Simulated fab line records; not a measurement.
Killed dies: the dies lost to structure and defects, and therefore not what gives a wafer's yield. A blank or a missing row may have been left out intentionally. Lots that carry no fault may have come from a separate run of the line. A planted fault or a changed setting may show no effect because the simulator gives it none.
What tool caused it? + flow nandHarc + 39 wafers from 13 lots sampled at 4 of the route's 1302 steps

WHAT EACH GAUGE READ, for each wafer
Not one reading of a measure or inspect step in the record can be checked against a usual standard deviation.

WHICH TOOL RAN EACH LOT (tool, then ch and the chambers of the sampled wafers, then the start)
| lot  | NHARC_A_CHANNEL_FILL_D1_ALD_25  | NHARC_A_CHANNEL_FILL_D1_ETCHBACK_08          | NHARC_A_DECK1_JOINT_ETCHBACK_00 | NHARC_A_DECK1_JOINT_CMP_02    |
|------|---------------------------------|----------------------------------------------|---------------------------------|-------------------------------|
| L448 | aldHk-02 ch 1,2,3, day 10 10:23 | rieDiel-12 ch 0,1,2, day 11 08:58 or earlier | rieSi-02 ch 1,2,3, day 11 08:58 | cmp-02 ch 0,1,3, day 12 11:14 |
| L449 | aldHk-03 ch 0,2,3, day 11 00:42 | rieDiel-02 ch 0,1,2, day 11 22:28 or earlier | rieSi-02 ch 0,1,2, day 11 22:28 | cmp-01 ch 1,2,3, day 12 18:11 |
| L450 | aldHk-02 ch 0,1,2, day 11 00:48 | rieDiel-02 ch 1,2,3, day 11 22:28 or earlier | rieSi-03 ch 2,3, day 11 22:28   | cmp-02 ch 1,3, day 12 18:11   |
| L451 | aldHk-03 ch 0,1,3, day 11 15:00 | rieDiel-12 ch 0,1,2, day 12 13:37 or earlier | rieSi-03 ch 0,2,3, day 12 13:37 | cmp-01 ch 0,1,3, day 13 15:57 |
| L453 | aldHk-02 ch 0,2,3, day 12 04:45 | rieDiel-10 ch 1,3, day 13 03:19 or earlier   | rieSi-02 ch 1,2,3, day 13 03:19 | cmp-02 ch 0,1,3, day 14 06:07 |
| L452 | aldHk-03 ch 1,2, day 12 04:45   | rieDiel-10 ch 0,2,3, day 13 03:21 or earlier | rieSi-05 ch 0,1,2, day 13 03:21 | cmp-01 ch 0,1,2, day 14 06:08 |
| L455 | aldHk-02 ch 0,1,3, day 13 19:02 | rieDiel-10 ch 1,2,3, day 14 17:19 or earlier | rieSi-05 ch 0,1,2, day 14 17:19 | cmp-03 ch 0,1,2, day 15 16:48 |
| L456 | aldHk-03 ch 0,1,2, day 13 20:16 | rieDiel-12 ch 1,2, day 14 17:19 or earlier   | rieSi-03 ch 0,1,3, day 14 17:19 | cmp-02 ch 2,3, day 15 16:45   |
| L457 | aldHk-03 ch 1,2, day 14 04:16   | rieDiel-02 ch 1,3, day 15 02:05 or earlier   | rieSi-05 ch 0,2,3, day 15 02:05 | cmp-01 ch 0,1,2, day 16 02:40 |
| L458 | aldHk-03 ch 0,1,3, day 14 11:15 | rieDiel-02 ch 0,1,2, day 15 09:54 or earlier | rieSi-02 ch 1,2,3, day 15 09:54 | cmp-01 ch 0,1,2, day 16 09:16 |
| L459 | aldHk-02 ch 0,1, day 15 00:01   | rieDiel-02 ch 0,2,3, day 15 22:40 or earlier | rieSi-03 ch 0,2,3, day 15 22:40 | cmp-03 ch 1,2, day 16 21:31   |
| L460 | aldHk-03 ch 0,1,2, day 15 06:35 | rieDiel-10 ch 0,1,3, day 16 05:04 or earlier | rieSi-02 ch 0,2,3, day 16 05:04 | cmp-01 ch 0,1,2, day 17 05:37 |
| L468 | aldHk-02 ch 1,2,3, day 19 07:28 | rieDiel-02 ch 1,2,3, day 20 09:13 or earlier | rieSi-02 ch 0,1,2, day 20 09:13 | cmp-03 ch 0,2,3, day 21 08:11 |
- NHARC_A_CHANNEL_FILL_D1_ALD_25: deposits SiOx, target thk 60 nm, pulse time 10 s, ald cycles 600.
- NHARC_A_CHANNEL_FILL_D1_ETCHBACK_08: etches the open film in C4F8, target depth 220 nm, time 110 s.
- NHARC_A_DECK1_JOINT_ETCHBACK_00: etches the open film in HBr, target depth 30 nm, time 17.4 s.
- NHARC_A_DECK1_JOINT_CMP_02: polishes SiOx.

AS READ BY THE TOOLS THEMSELVES (means over the sampled wafers that have a number; for cases with no such wafer, the mark the record gives instead)
NHARC_A_CHANNEL_FILL_D1_ALD_25. Usual: heaterPowerW 490 W, standard deviation 69; precursorPulseHeightRel 1.000, standard deviation 0.021.
| lot  | tool     | heaterPowerW (W) | precursorPulseHeightRel | flag |
|------|----------|------------------|-------------------------|------|
| L448 | aldHk-02 | 465              | 0.990                   |      |
| L449 | aldHk-03 | 475              | 1.007                   |      |
| L450 | aldHk-02 | 522              | 0.994                   |      |
| L451 | aldHk-03 | 516              | 1.006                   |      |
| L453 | aldHk-02 | 470              | 1.023                   |      |
| L452 | aldHk-03 | 564              | 1.003                   |      |
| L455 | aldHk-02 | 485              | 1.003                   |      |
| L456 | aldHk-03 | 526              | 1.002                   |      |
| L457 | aldHk-03 | 578              | 1.010                   |      |
| L458 | aldHk-03 | 518              | 1.015                   |      |
| L459 | aldHk-02 | 533              | 0.998                   |      |
| L460 | aldHk-03 | 540              | 0.991                   |      |
| L468 | aldHk-02 | 467              | 0.998                   |      |

NHARC_A_CHANNEL_FILL_D1_ETCHBACK_08. Usual: oesProductAu 0.96 a.u., standard deviation 0.039; rfVppV 439.8 V, standard deviation 1.6.
| lot  | tool       | oesProductAu (a.u.) | rfVppV (V) | flag |
|------|------------|---------------------|------------|------|
| L448 | rieDiel-12 | 0.93                | 439.7      |      |
| L449 | rieDiel-02 | 1.00                | 440.5      |      |
| L450 | rieDiel-02 | 0.99                | 440.5      |      |
| L451 | rieDiel-12 | 0.95                | 439.1      |      |
| L453 | rieDiel-10 | 0.99                | 438.1      |      |
| L452 | rieDiel-10 | 0.99                | 439.3      |      |
| L455 | rieDiel-10 | 0.99                | 438.1      |      |
| L456 | rieDiel-12 | 1.01                | 438.0      |      |
| L457 | rieDiel-02 | 0.89                | 441.8      |      |
| L458 | rieDiel-02 | 0.92                | 439.9      |      |
| L459 | rieDiel-02 | 0.92                | 440.8      |      |
| L460 | rieDiel-10 | 0.99                | 439.4      |      |
| L468 | rieDiel-02 | 0.98                | 441.1      |      |

NHARC_A_DECK1_JOINT_ETCHBACK_00. Usual: drypumpMotorCurrentA 6.1 A, standard deviation 0.43; oesProductAu 1.006 a.u., standard deviation 0.0095; throttleValvePct 23.267 %, standard deviation 0.0085.
| lot  | tool     | drypumpMotorCurrentA (A) | oesProductAu (a.u.) | throttleValvePct (%) | flag |
|------|----------|--------------------------|---------------------|----------------------|------|
| L448 | rieSi-02 | 6.3                      | 0.998               | 23.262               |      |
| L449 | rieSi-02 | 5.8                      | 1.000               | 23.267               |      |
| L450 | rieSi-03 | 6.0                      | 0.996               | 23.276               |      |
| L451 | rieSi-03 | 6.1                      | 1.000               | 23.275               |      |
| L453 | rieSi-02 | 6.2                      | 1.015               | 23.269               |      |
| L452 | rieSi-05 | 6.2                      | 1.004               | 23.268               |      |
| L455 | rieSi-05 | 6.2                      | 1.005               | 23.261               |      |
| L456 | rieSi-03 | 6.3                      | 1.006               | 23.264               |      |
| L457 | rieSi-05 | 6.3                      | 1.009               | 23.269               |      |
| L458 | rieSi-02 | 6.3                      | 1.006               | 23.263               |      |
| L459 | rieSi-03 | 6.1                      | 1.009               | 23.278               |      |
| L460 | rieSi-02 | 5.9                      | 1.010               | 23.260               |      |
| L468 | rieSi-02 | 5.8                      | 1.077               | 23.264               | OFF  |

NHARC_A_DECK1_JOINT_CMP_02. Usual: motorCurrentA 11.6 A, standard deviation 1.1; retainingRingPressureFrac 1.000, standard deviation 0.0044.
| lot  | tool   | motorCurrentA (A) | retainingRingPressureFrac | flag |
|------|--------|-------------------|---------------------------|------|
| L448 | cmp-02 | 10.7              | 0.996                     |      |
| L449 | cmp-01 | 11.7              | 1.004                     |      |
| L450 | cmp-02 | 11.1              | 1.002                     |      |
| L451 | cmp-01 | 12.1              | 1.000                     |      |
| L453 | cmp-02 | 10.8              | 1.001                     |      |
| L452 | cmp-01 | 12.2              | 1.001                     |      |
| L455 | cmp-03 | 11.9              | 1.001                     |      |
| L456 | cmp-02 | 10.9              | 1.001                     |      |
| L457 | cmp-01 | 12.5              | 0.999                     |      |
| L458 | cmp-01 | 12.3              | 1.000                     |      |
| L459 | cmp-03 | 12.7              | 1.003                     |      |
| L460 | cmp-01 | 11.9              | 1.006                     |      |
| L468 | cmp-03 | 11.0              | 1.000                     |      |

THE ANSWER, worked out from the rows above alone
Rule: a lot counts as off when the mean over its wafers that have a number is more than 3 standard deviations away from the usual mean. Also off: a lot with no number at a reading for which 4 or more lots have one. The other lots that the step has rows for count as sound. Order of review: gauges by route order, followed by the tools' own readings, for which a lot's mean as printed above is used. The first step at which some lot is off is used, and at that step the reading that is off furthest; a lot without a number counts as furthest.
Off at NHARC_A_DECK1_JOINT_ETCHBACK_00 (oesProductAu): L468.
If a tool, at that step or one of the process steps before it, ran each lot that is off and ran no sound lot following the first of them, it fits. Because NHARC_A_CHANNEL_FILL_D1_ETCHBACK_08 lacks a start for some lots, the hours and order of its lots are taken from NHARC_A_DECK1_JOINT_ETCHBACK_00. Can't be told from this: 3 tools fit, aldHk-02 at NHARC_A_CHANNEL_FILL_D1_ALD_25, rieDiel-02 at NHARC_A_CHANNEL_FILL_D1_ETCHBACK_08, rieSi-02 at NHARC_A_DECK1_JOINT_ETCHBACK_00.

WHAT THE SIMULATOR HAD INSERTED
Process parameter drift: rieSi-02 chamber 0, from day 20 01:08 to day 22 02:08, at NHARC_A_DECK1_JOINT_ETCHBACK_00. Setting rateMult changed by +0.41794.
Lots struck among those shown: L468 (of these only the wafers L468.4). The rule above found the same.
